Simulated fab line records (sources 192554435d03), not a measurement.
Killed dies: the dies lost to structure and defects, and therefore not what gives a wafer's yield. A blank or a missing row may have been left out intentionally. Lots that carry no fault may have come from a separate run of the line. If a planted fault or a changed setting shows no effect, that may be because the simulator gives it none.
Problem report, 8D (eight disciplines) form, completed by code    flow n5 finfet    the parts of the form that need people (team, actions taken, sign-off) are left out

## 1. WHAT IS WRONG
Mean of run length s at N5_BEOL_M3_CVD_47: 132.8 s across 2 wafers in 2 lots; on wafers with no fault it is 246.8 s (standard deviation 0.54). That is -99 or more standard deviations from the usual mean.
The step: deposits Co from CCTBA/H2, target thk 3 nm, time 223.8 s.
First seen on wafer L836.3, day 9 02:29, on cvd co-01. Wafers with a number at this step in the record: 31, from 11 lots. The rule behind "out" and "out of limits": a value lying over 4 standard deviations away from the usual mean. The rest of the wafers with a number are treated as sound.

## 2. WHAT THIS IS AND IS NOT
question                     is                is not
which readings at this step  run length s      -
which lots                   L836, L838        L829, L830, L832, L833, L834, L847, L848, L849, L852
which wafers of those lots   L836.3, L838.1    L836.2, L838.5
read on which tools          cvd co-01         cvd co-02
when                         from day 9 02:29  up to then (16 sound wafers); but 13 sound wafers of L838, L847, L848, L849, L852 came after

## 3. WHAT RULES OUT EACH SUSPECT
Counting: if a tool at a process step up to the reading ran every lot that is out, it stays a suspect. Sound lots after the first of them don't rule it out here, since some wafers of a struck lot are sound.
- cvd co-01 at N5_BEOL_M3_CVD_47 (deposits Co from CCTBA/H2, target thk 3 nm, time 223.8 s): kept. It processed each lot that is out (first: L836, day 9 02:29); up to then, its last sound lot is L833 (day 8 03:46). Out on those wafers are its own readings of run length s.
After counting, what remains is cvd co-01 at N5_BEOL_M3_CVD_47.

## 4. THE CAUSE (what the simulator had put in)
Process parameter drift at N5_BEOL_M3_CVD_47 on cvd co-01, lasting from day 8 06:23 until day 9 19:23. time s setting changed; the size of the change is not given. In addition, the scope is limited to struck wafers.
This tool alone remained once counting was done.

## 5. SEQUENCE OF EFFECTS, ordered by route
Each row: a reading where the mean over the struck wafers with a number is more than 3 standard deviations away from the usual. Readings are gone through only where the record gives a usual standard deviation; hours: the median, over the lots, of the time from a lot's start at the first step in this table giving one to that lot's start at this step; sigmas: the change measured in usual standard deviations.
hours  step               reading       usual    on struck wafers  change  sigmas
0      N5_BEOL_M3_CVD_47  run length s  246.8 s  132.8             -114.0  -99 or more
Its process steps:
- N5_BEOL_M3_CVD_47: deposits Co from CCTBA/H2, target thk 3 nm, time 223.8 s.
Later measuring or inspecting steps at which every struck wafer that the step has a row for has a number for every such reading, and none has moved that far: N5_BEOL_M4_RC_MEAS_101.

## 6. WHAT WOULD HAVE CAUGHT IT SOONER
In this record the first reading out of limits was taken at day 9 02:29, 20 hours after the fault began at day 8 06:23.
